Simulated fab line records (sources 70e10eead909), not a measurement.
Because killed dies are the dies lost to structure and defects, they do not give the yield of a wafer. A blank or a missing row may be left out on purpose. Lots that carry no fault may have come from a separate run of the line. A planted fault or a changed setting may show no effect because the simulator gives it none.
Which tool did it? || flow nand_harc || Sampling: 14 lots, 42 wafers, 5 of 1302 route steps

## WHAT THE GAUGES READ, wafer by wafer
The record holds no reading of a measuring or inspecting step that can be judged against a usual standard deviation.

## WHAT TOOL EACH LOT RAN ON (gives the tool, then ch and the chambers of the sampled wafers, and finally the start)
{"lot": "L178", "NHARC_P_M1_DESCUM_14": "rie_diel-12 ch 0,1,2, day 6 13:54", "NHARC_P_M1_DEGAS_29": "pvd_sputter-01, day 6 14:59", "NHARC_P_M1_PRE_CLEAN_30": "pvd_sputter-01, day 6 15:20 or earlier", "NHARC_P_M1_ECD_22": "ecd_cu-02 ch 1, day 6 15:20", "NHARC_P_M1_CMP_23": "cmp-04 ch 1,2,3, day 6 16:04"}
{"lot": "L177", "NHARC_P_M1_DESCUM_14": "rie_diel-12 ch 2,3, day 6 14:44", "NHARC_P_M1_DEGAS_29": "pvd_sputter-03, day 6 15:49", "NHARC_P_M1_PRE_CLEAN_30": "pvd_sputter-03, day 6 16:13 or earlier", "NHARC_P_M1_ECD_22": "ecd_cu-01 ch 0,1, day 6 16:13", "NHARC_P_M1_CMP_23": "cmp-03 ch 1,2, day 6 16:53"}
{"lot": "L179", "NHARC_P_M1_DESCUM_14": "rie_diel-03 ch 0,1,2, day 7 03:40", "NHARC_P_M1_DEGAS_29": "pvd_sputter-03, day 7 04:55", "NHARC_P_M1_PRE_CLEAN_30": "pvd_sputter-03, day 7 05:16 or earlier", "NHARC_P_M1_ECD_22": "ecd_cu-01 ch 0,1, day 7 05:16", "NHARC_P_M1_CMP_23": "cmp-03 ch 0,2,3, day 7 05:59"}
{"lot": "L180", "NHARC_P_M1_DESCUM_14": "rie_diel-03 ch 0,2, day 7 21:58", "NHARC_P_M1_DEGAS_29": "pvd_sputter-02, day 7 22:58", "NHARC_P_M1_PRE_CLEAN_30": "pvd_sputter-02, day 7 23:24 or earlier", "NHARC_P_M1_ECD_22": "ecd_cu-02 ch 0,1, day 7 23:24", "NHARC_P_M1_CMP_23": "cmp-04 ch 1,3, day 8 00:04"}
{"lot": "L181", "NHARC_P_M1_DESCUM_14": "rie_diel-06 ch 0,1,2, day 8 00:42", "NHARC_P_M1_DEGAS_29": "pvd_sputter-02, day 8 01:48", "NHARC_P_M1_PRE_CLEAN_30": "pvd_sputter-02, day 8 02:13 or earlier", "NHARC_P_M1_ECD_22": "ecd_cu-02 ch 0,1, day 8 02:13", "NHARC_P_M1_CMP_23": "cmp-04 ch 0,1,2, day 8 02:55"}
{"lot": "L184", "NHARC_P_M1_DESCUM_14": "rie_diel-03 ch 0,1,3, day 8 23:36", "NHARC_P_M1_DEGAS_29": "pvd_sputter-03, day 9 00:36", "NHARC_P_M1_PRE_CLEAN_30": "pvd_sputter-03, day 9 00:58 or earlier", "NHARC_P_M1_ECD_22": "ecd_cu-02 ch 0,1, day 9 00:58", "NHARC_P_M1_CMP_23": "cmp-04 ch 1,2,3, day 9 02:02"}
{"lot": "L188", "NHARC_P_M1_DESCUM_14": "rie_diel-03 ch 0,2,3, day 10 15:58", "NHARC_P_M1_DEGAS_29": "pvd_sputter-03, day 10 16:58", "NHARC_P_M1_PRE_CLEAN_30": "pvd_sputter-03, day 10 17:26 or earlier", "NHARC_P_M1_ECD_22": "ecd_cu-02 ch 0,1, day 10 17:26", "NHARC_P_M1_CMP_23": "cmp-04 ch 0,2,3, day 10 18:08"}
{"lot": "L189", "NHARC_P_M1_DESCUM_14": "rie_diel-03 ch 2,3, day 11 15:19", "NHARC_P_M1_DEGAS_29": "pvd_sputter-01, day 11 16:20", "NHARC_P_M1_PRE_CLEAN_30": "pvd_sputter-01, day 11 16:40 or earlier", "NHARC_P_M1_ECD_22": "ecd_cu-02 ch 0,1, day 11 16:40", "NHARC_P_M1_CMP_23": "cmp-03 ch 0,1, day 11 17:25"}
{"lot": "L194", "NHARC_P_M1_DESCUM_14": "rie_diel-06 ch 0,3, day 13 18:04", "NHARC_P_M1_DEGAS_29": "pvd_sputter-01, day 13 19:09", "NHARC_P_M1_PRE_CLEAN_30": "pvd_sputter-01, day 13 19:30 or earlier", "NHARC_P_M1_ECD_22": "ecd_cu-01 ch 0, day 13 19:30", "NHARC_P_M1_CMP_23": "cmp-03 ch 1,2,3, day 13 20:14"}
{"lot": "L196", "NHARC_P_M1_DESCUM_14": "rie_diel-03 ch 0,3, day 14 09:14", "NHARC_P_M1_DEGAS_29": "pvd_sputter-01, day 14 10:16", "NHARC_P_M1_PRE_CLEAN_30": "pvd_sputter-01, day 14 10:46 or earlier", "NHARC_P_M1_ECD_22": "ecd_cu-02 ch 0,1, day 14 10:46", "NHARC_P_M1_CMP_23": "cmp-04 ch 0,1,2, day 14 11:29"}
{"lot": "L197", "NHARC_P_M1_DESCUM_14": "rie_diel-06 ch 0,1,2, day 14 13:14", "NHARC_P_M1_DEGAS_29": "pvd_sputter-01, day 14 14:15", "NHARC_P_M1_PRE_CLEAN_30": "pvd_sputter-01, day 14 14:39 or earlier", "NHARC_P_M1_ECD_22": "ecd_cu-01 ch 0,1, day 14 14:39", "NHARC_P_M1_CMP_23": "cmp-03 ch 0,2,3, day 14 15:19"}
{"lot": "L198", "NHARC_P_M1_DESCUM_14": "rie_diel-06 ch 0,3, day 15 00:47", "NHARC_P_M1_DEGAS_29": "pvd_sputter-01, day 15 01:48", "NHARC_P_M1_PRE_CLEAN_30": "pvd_sputter-01, day 15 02:19 or earlier", "NHARC_P_M1_ECD_22": "ecd_cu-02 ch 0,1, day 15 02:19", "NHARC_P_M1_CMP_23": "cmp-04 ch 0,1,3, day 15 02:59"}
{"lot": "L199", "NHARC_P_M1_DESCUM_14": "rie_diel-03 ch 1,2, day 15 10:23", "NHARC_P_M1_DEGAS_29": "pvd_sputter-03, day 15 11:26", "NHARC_P_M1_PRE_CLEAN_30": "pvd_sputter-03, day 15 11:47 or earlier", "NHARC_P_M1_ECD_22": "ecd_cu-01 ch 0,1, day 15 11:47", "NHARC_P_M1_CMP_23": "cmp-04 ch 0,2,3, day 15 12:31"}
{"lot": "L200", "NHARC_P_M1_DESCUM_14": "rie_diel-03 ch 0,1,3, day 15 15:15", "NHARC_P_M1_DEGAS_29": "pvd_sputter-02, day 15 16:17", "NHARC_P_M1_PRE_CLEAN_30": "pvd_sputter-02, day 15 16:37 or earlier", "NHARC_P_M1_ECD_22": "ecd_cu-02 ch 0,1, day 15 16:37", "NHARC_P_M1_CMP_23": "cmp-04 ch 1,2, day 15 17:20"}
- NHARC_P_M1_DESCUM_14: chemistry O2, time 3 s.
- NHARC_P_M1_DEGAS_29: time 60 s.
- NHARC_P_M1_PRE_CLEAN_30: time 30 s.
- NHARC_P_M1_ECD_22: material Cu, target thk 400 nm.
- NHARC_P_M1_CMP_23: polishes, t overpolish 20 s, target thk 157.82 nm.

## AS READ BY THE TOOLS THEMSELVES (means over the sampled wafers that have a number; for cases with no such wafer, the mark the record gives instead)
NHARC_P_M1_DESCUM_14.
{"lot": "L178", "tool": "rie_diel-12", "chamber_pressure_mTorr (mTorr)": 60.04, "drypump_motor_current_A (A)": 5.7, "oes_product_au (a.u.)": 0.995, "rf_vpp_V (V)": 57.2, "showerhead_plenum_p_Torr (Torr)": 1.94, "throttle_valve_pct (%)": 11.312}
{"lot": "L177", "tool": "rie_diel-12", "chamber_pressure_mTorr (mTorr)": 60.01, "drypump_motor_current_A (A)": 5.4, "oes_product_au (a.u.)": 1.008, "rf_vpp_V (V)": 58.0, "showerhead_plenum_p_Torr (Torr)": 1.93, "throttle_valve_pct (%)": 11.318}
{"lot": "L179", "tool": "rie_diel-03", "chamber_pressure_mTorr (mTorr)": 60.00, "drypump_motor_current_A (A)": 5.4, "oes_product_au (a.u.)": 1.008, "rf_vpp_V (V)": 58.1, "showerhead_plenum_p_Torr (Torr)": 1.97, "throttle_valve_pct (%)": 11.310}
{"lot": "L180", "tool": "rie_diel-03", "chamber_pressure_mTorr (mTorr)": 59.91, "drypump_motor_current_A (A)": 5.7, "oes_product_au (a.u.)": 0.991, "rf_vpp_V (V)": 57.6, "showerhead_plenum_p_Torr (Torr)": 2.01, "throttle_valve_pct (%)": 11.310}
{"lot": "L181", "tool": "rie_diel-06", "chamber_pressure_mTorr (mTorr)": 60.00, "drypump_motor_current_A (A)": 6.1, "oes_product_au (a.u.)": 0.996, "rf_vpp_V (V)": 57.0, "showerhead_plenum_p_Torr (Torr)": 1.93, "throttle_valve_pct (%)": 11.320}
{"lot": "L184", "tool": "rie_diel-03", "chamber_pressure_mTorr (mTorr)": 60.01, "drypump_motor_current_A (A)": 5.4, "oes_product_au (a.u.)": 1.001, "rf_vpp_V (V)": 57.0, "showerhead_plenum_p_Torr (Torr)": 1.95, "throttle_valve_pct (%)": 11.302}
{"lot": "L188", "tool": "rie_diel-03", "chamber_pressure_mTorr (mTorr)": 60.01, "drypump_motor_current_A (A)": 5.5, "oes_product_au (a.u.)": 1.000, "rf_vpp_V (V)": 58.6, "showerhead_plenum_p_Torr (Torr)": 2.00, "throttle_valve_pct (%)": 11.310}
{"lot": "L189", "tool": "rie_diel-03", "chamber_pressure_mTorr (mTorr)": 60.03, "drypump_motor_current_A (A)": 5.3, "oes_product_au (a.u.)": 1.002, "rf_vpp_V (V)": 57.7, "showerhead_plenum_p_Torr (Torr)": 2.01, "throttle_valve_pct (%)": 11.316}
{"lot": "L194", "tool": "rie_diel-06", "chamber_pressure_mTorr (mTorr)": 60.01, "drypump_motor_current_A (A)": 5.9, "oes_product_au (a.u.)": 1.008, "rf_vpp_V (V)": 58.3, "showerhead_plenum_p_Torr (Torr)": 1.91, "throttle_valve_pct (%)": 11.310}
{"lot": "L196", "tool": "rie_diel-03", "chamber_pressure_mTorr (mTorr)": 59.98, "drypump_motor_current_A (A)": 5.6, "oes_product_au (a.u.)": 1.001, "rf_vpp_V (V)": 57.7, "showerhead_plenum_p_Torr (Torr)": 1.99, "throttle_valve_pct (%)": 11.307}
{"lot": "L197", "tool": "rie_diel-06", "chamber_pressure_mTorr (mTorr)": 59.98, "drypump_motor_current_A (A)": 6.1, "oes_product_au (a.u.)": 0.984, "rf_vpp_V (V)": 57.6, "showerhead_plenum_p_Torr (Torr)": 1.92, "throttle_valve_pct (%)": 11.306}
{"lot": "L198", "tool": "rie_diel-06", "chamber_pressure_mTorr (mTorr)": 59.93, "drypump_motor_current_A (A)": 5.9, "oes_product_au (a.u.)": 0.992, "rf_vpp_V (V)": 57.8, "showerhead_plenum_p_Torr (Torr)": 1.91, "throttle_valve_pct (%)": 11.309}
{"lot": "L199", "tool": "rie_diel-03", "chamber_pressure_mTorr (mTorr)": 59.96, "drypump_motor_current_A (A)": 5.0, "oes_product_au (a.u.)": 1.004, "rf_vpp_V (V)": 57.4, "showerhead_plenum_p_Torr (Torr)": 1.92, "throttle_valve_pct (%)": 11.314}
{"lot": "L200", "tool": "rie_diel-03", "chamber_pressure_mTorr (mTorr)": 60.04, "drypump_motor_current_A (A)": 5.4, "oes_product_au (a.u.)": 1.011, "rf_vpp_V (V)": 57.9, "showerhead_plenum_p_Torr (Torr)": 1.95, "throttle_valve_pct (%)": 11.315}

NHARC_P_M1_DEGAS_29.
{"lot": "L178", "tool": "pvd_sputter-01", "heater_power_w (W)": 326}
{"lot": "L177", "tool": "pvd_sputter-03", "heater_power_w (W)": 363}
{"lot": "L179", "tool": "pvd_sputter-03", "heater_power_w (W)": 334}
{"lot": "L180", "tool": "pvd_sputter-02", "heater_power_w (W)": 370}
{"lot": "L181", "tool": "pvd_sputter-02", "heater_power_w (W)": 356}
{"lot": "L184", "tool": "pvd_sputter-03", "heater_power_w (W)": 345}
{"lot": "L188", "tool": "pvd_sputter-03", "heater_power_w (W)": 330}
{"lot": "L189", "tool": "pvd_sputter-01", "heater_power_w (W)": 338}
{"lot": "L194", "tool": "pvd_sputter-01", "heater_power_w (W)": 364}
{"lot": "L196", "tool": "pvd_sputter-01", "heater_power_w (W)": 302}
{"lot": "L197", "tool": "pvd_sputter-01", "heater_power_w (W)": 338}
{"lot": "L198", "tool": "pvd_sputter-01", "heater_power_w (W)": 310}
{"lot": "L199", "tool": "pvd_sputter-03", "heater_power_w (W)": 347}
{"lot": "L200", "tool": "pvd_sputter-02", "heater_power_w (W)": 349}

NHARC_P_M1_PRE_CLEAN_30.
{"lot": "L178", "tool": "pvd_sputter-01", "heater_power_w (W)": 429}
{"lot": "L177", "tool": "pvd_sputter-03", "heater_power_w (W)": 451}
{"lot": "L179", "tool": "pvd_sputter-03", "heater_power_w (W)": 416}
{"lot": "L180", "tool": "pvd_sputter-02", "heater_power_w (W)": 407}
{"lot": "L181", "tool": "pvd_sputter-02", "heater_power_w (W)": 421}
{"lot": "L184", "tool": "pvd_sputter-03", "heater_power_w (W)": 431}
{"lot": "L188", "tool": "pvd_sputter-03", "heater_power_w (W)": 429}
{"lot": "L189", "tool": "pvd_sputter-01", "heater_power_w (W)": 456}
{"lot": "L194", "tool": "pvd_sputter-01", "heater_power_w (W)": 417}
{"lot": "L196", "tool": "pvd_sputter-01", "heater_power_w (W)": 453}
{"lot": "L197", "tool": "pvd_sputter-01", "heater_power_w (W)": 415}
{"lot": "L198", "tool": "pvd_sputter-01", "heater_power_w (W)": 410}
{"lot": "L199", "tool": "pvd_sputter-03", "heater_power_w (W)": 433}
{"lot": "L200", "tool": "pvd_sputter-02", "heater_power_w (W)": 428}

NHARC_P_M1_CMP_23.
{"lot": "L178", "tool": "cmp-04", "motor_current_A (A)": 11.8, "slurry_flow_ml_min": 150.1, "time_to_endpoint_s (s)": 26}
{"lot": "L177", "tool": "cmp-03", "motor_current_A (A)": 11.4, "slurry_flow_ml_min": 150.0, "time_to_endpoint_s (s)": 28}
{"lot": "L179", "tool": "cmp-03", "motor_current_A (A)": 11.1, "slurry_flow_ml_min": 150.3, "time_to_endpoint_s (s)": 27}
{"lot": "L180", "tool": "cmp-04", "motor_current_A (A)": 12.2, "slurry_flow_ml_min": 150.1, "time_to_endpoint_s (s)": 24}
{"lot": "L181", "tool": "cmp-04", "motor_current_A (A)": 11.2, "slurry_flow_ml_min": 149.7, "time_to_endpoint_s (s)": 30}
{"lot": "L184", "tool": "cmp-04", "motor_current_A (A)": 11.6, "slurry_flow_ml_min": 149.8, "time_to_endpoint_s (s)": 25}
{"lot": "L188", "tool": "cmp-04", "motor_current_A (A)": 11.0, "slurry_flow_ml_min": 150.1, "time_to_endpoint_s (s)": 17}
{"lot": "L189", "tool": "cmp-03", "motor_current_A (A)": 11.7, "slurry_flow_ml_min": 150.0, "time_to_endpoint_s (s)": 19}
{"lot": "L194", "tool": "cmp-03", "motor_current_A (A)": 11.3, "slurry_flow_ml_min": 150.1, "time_to_endpoint_s (s)": 25}
{"lot": "L196", "tool": "cmp-04", "motor_current_A (A)": 10.9, "slurry_flow_ml_min": 150.3, "time_to_endpoint_s (s)": 27}
{"lot": "L197", "tool": "cmp-03", "motor_current_A (A)": 11.2, "slurry_flow_ml_min": 150.2, "time_to_endpoint_s (s)": 25}
{"lot": "L198", "tool": "cmp-04", "motor_current_A (A)": 11.0, "slurry_flow_ml_min": 150.1, "time_to_endpoint_s (s)": 27}
{"lot": "L199", "tool": "cmp-04", "motor_current_A (A)": 10.6, "slurry_flow_ml_min": 149.8, "time_to_endpoint_s (s)": 27}
{"lot": "L200", "tool": "cmp-04", "motor_current_A (A)": 11.6, "slurry_flow_ml_min": 149.9, "time_to_endpoint_s (s)": 31}

## THE ANSWER, worked out from the rows above alone
Rule: the usual values come from the lots themselves. Put in order of their means at a reading, lots are off if they are a third of the lots or fewer, leave a main group of 4 or more, and stand apart from it by a gap of 3 or more times the standard deviation of the main group's means; of several such gaps the widest counts. The tables above print the reading to a certain number of digits; a main group whose means all agree to those digits is not used. A lot without any number at a reading at which 4 lots or more have one is off too. Any other lot the step has rows for is counted as sound. Order of review: gauges by route order, followed by the tools' own readings, for which a lot's mean as printed above is used. The first step at which some lot is off is used, and at that step the reading that is off furthest; a lot without a number counts as furthest.
Across all readings shown, no lot is off: no conclusion can be drawn from this.

## WHAT THE SIMULATOR HAD INSERTED
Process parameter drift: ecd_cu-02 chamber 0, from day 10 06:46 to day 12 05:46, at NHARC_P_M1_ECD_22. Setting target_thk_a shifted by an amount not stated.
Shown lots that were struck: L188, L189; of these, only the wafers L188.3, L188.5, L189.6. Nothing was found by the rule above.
